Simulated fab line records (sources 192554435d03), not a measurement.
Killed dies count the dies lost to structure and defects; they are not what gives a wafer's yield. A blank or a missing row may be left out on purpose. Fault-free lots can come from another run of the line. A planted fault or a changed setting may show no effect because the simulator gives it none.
Chamber matching -- flow n5 finfet -- N5_FIN_CUT_DESCUM_13 on rie diel-06: 4 sister chambers
The step chemistry O2, time 7 s. 20 wafers are shown with their chamber, then 10 later ones without.

## EACH WAFER AND ITS CHAMBER
wafer,chamber,throttle valve pct (%),oes product au (a.u.),showerhead plenum p Torr (Torr)
L074.2,3,20.22,0.83,2.01
L074.3,1,20.46,0.80,2.04
L074.5,1,20.47,0.78,2.04
L075.3,3,20.21,0.81,2.01
L075.4,2,20.85,0.71,2.01
L075.6,3,20.24,0.82,2.01
L082.2,0,20.18,0.94,2.05
L082.4,2,20.88,0.69,2.01
L082.5,1,20.50,0.77,2.03
L083.2,2,20.89,0.70,2.00
L083.3,1,20.50,0.77,2.03
L083.4,0,20.20,0.93,2.05
L087.3,2,20.88,0.70,2.00
L087.4,3,20.25,0.79,2.00
L087.6,1,20.49,0.77,2.03
L088.1,3,20.26,0.79,2.00
L088.3,2,20.88,0.69,2.00
L088.4,0,20.19,0.90,2.05
L089.1,0,20.21,0.90,2.05
L089.2,1,20.51,0.76,2.03

SIGNATURES (means of the wafers above)
reading,chamber 0,chamber 1,chamber 2,chamber 3,scatter within a chamber
throttle valve pct,20.1950,20.4883,20.8760,20.2360,0.0177
oes product au,0.9175,0.7750,0.6980,0.8080,0.0154
showerhead plenum p Torr,2.0500,2.0333,2.0040,2.0060,0.00483
Rule: distance of a wafer from a chamber = root of the sum over the readings of ((wafer's reading minus chamber's mean) / reading's scatter) squared. If the next closest chamber is less than 2 further off than the closest, the wafer can't be placed; otherwise it belongs to the closest. The scatter is the square root of a quotient: the sum, over the shown wafers, of each reading's squared deviation from its chamber's mean, divided by wafers minus chambers.

## WAFERS WITH NO CHAMBER GIVEN
wafer,throttle valve pct (%),oes product au (a.u.),showerhead plenum p Torr (Torr)
L089.6,20.20,0.90,2.05
L092.1,20.89,0.69,2.00
L092.3,20.20,0.88,2.05
L092.4,20.25,0.79,2.00
L094.1,20.19,0.88,2.05
L094.3,20.53,0.75,2.03
L094.5,20.26,0.79,2.00
L095.4,20.27,0.78,2.00
L095.5,20.89,0.69,2.00
L095.6,20.26,0.78,2.00

## WHICH CHAMBER EACH ONE RAN IN
wafer,from the rows above,in truth
L089.6,0,0
L092.1,2,2
L092.3,0,0
L092.4,3,3
L094.1,0,0
L094.3,1,1
L094.5,3,3
L095.4,3,3
L095.5,2,2
L095.6,3,3
10 of 10 placed correctly. Left unplaced by these rows: 0. Number placed wrongly: 0.
